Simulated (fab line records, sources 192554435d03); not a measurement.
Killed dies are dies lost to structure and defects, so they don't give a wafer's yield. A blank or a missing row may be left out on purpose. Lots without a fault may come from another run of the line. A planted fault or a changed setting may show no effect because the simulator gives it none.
Chamber matching | flow n5_finfet | N5_STI_FIN_REVEAL_CMP_04 on cmp-02: 4 sister chambers
The step polishes, stops on Si3N4, t overpolish 4 s, target thk 131.83 nm. 16 wafers are shown with their chamber, then 8 later ones without.

WAFERS WITH THEIR CHAMBER
wafer  | chamber | motor_current_A (A) | time_to_endpoint_s (s) | overpolish_run_s (s)
L075.2 | 2       | 8.0                 | 100                    | 4.010
L075.3 | 1       | 10.0                | 98                     | 3.991
L075.6 | 0       | 8.4                 | 107                    | 4.000
L078.2 | 1       | 9.3                 | 98                     | 4.015
L078.3 | 2       | 8.3                 | 96                     | 3.989
L078.5 | 3       | 7.9                 | 97                     | 3.990
L083.1 | 0       | 8.4                 | 105                    | 3.990
L083.5 | 0       | 7.9                 | 101                    | 4.010
L083.6 | 3       | 8.3                 | 93                     | 4.011
L086.1 | 3       | 8.3                 | 94                     | 3.996
L086.3 | 0       | 8.2                 | 105                    | 4.005
L086.6 | 3       | 8.6                 | 97                     | 4.001
L088.1 | 3       | 8.6                 | 101                    | 3.994
L088.4 | 0       | 8.4                 | 112                    | 3.988
L088.5 | 3       | 7.6                 | 100                    | 4.008
L091.2 | 3       | 8.4                 | 97                     | 3.989

SIGNATURES (means of the wafers above)
reading            | chamber 0 | chamber 1 | chamber 2 | chamber 3 | scatter within a chamber
motor_current_A    | 8.260     | 9.650     | 8.150     | 8.243     | 0.329
time_to_endpoint_s | 106.00    | 98.00     | 98.00     | 97.00     | 3.19
overpolish_run_s   | 3.99860   | 4.00300   | 3.99950   | 3.99843   | 0.0104
Rule: a wafer's distance from a chamber is the root of the sum, over the readings, of the square of ((its reading less the chamber's mean) divided by the reading's scatter). The wafer belongs to the nearest chamber; if the next one is less than 2 further off, it can't be placed. The scatter: the root of (the sum of the squares of (reading less its chamber's mean) over the shown wafers, divided by (wafers less chambers)).

WAFERS WITHOUT THEIR CHAMBER
wafer  | motor_current_A (A) | time_to_endpoint_s (s) | overpolish_run_s (s)
L091.3 | 7.7                 | 100                    | 3.988
L091.5 | 8.4                 | 96                     | 4.008
L092.1 | 8.4                 | 99                     | 4.006
L092.2 | 9.8                 | 97                     | 4.013
L092.5 | 8.5                 | 100                    | 4.003
L093.3 | 8.7                 | 98                     | 4.011
L093.5 | 8.3                 | 109                    | 3.984
L093.6 | 9.8                 | 94                     | 3.980

WHICH CHAMBER EACH WENT THROUGH
wafer  | from the rows above               | in truth
L091.3 | can't be placed: 2 or 3 or 0      | 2
L091.5 | can't be placed: 3 or 2           | 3
L092.1 | can't be placed: 2 or 3 or 0      | 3
L092.2 | 1                                 | 1
L092.5 | can't be placed: 2 or 3 or 0      | 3
L093.3 | can't be placed: 3 or 2 or 1 or 0 | 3
L093.5 | 0                                 | 0
L093.6 | 1                                 | 1
Placed correctly: 3 of 8. Can't be placed from these rows: 5 (the true chamber is among the candidates in 5). Placed wrongly: 0.
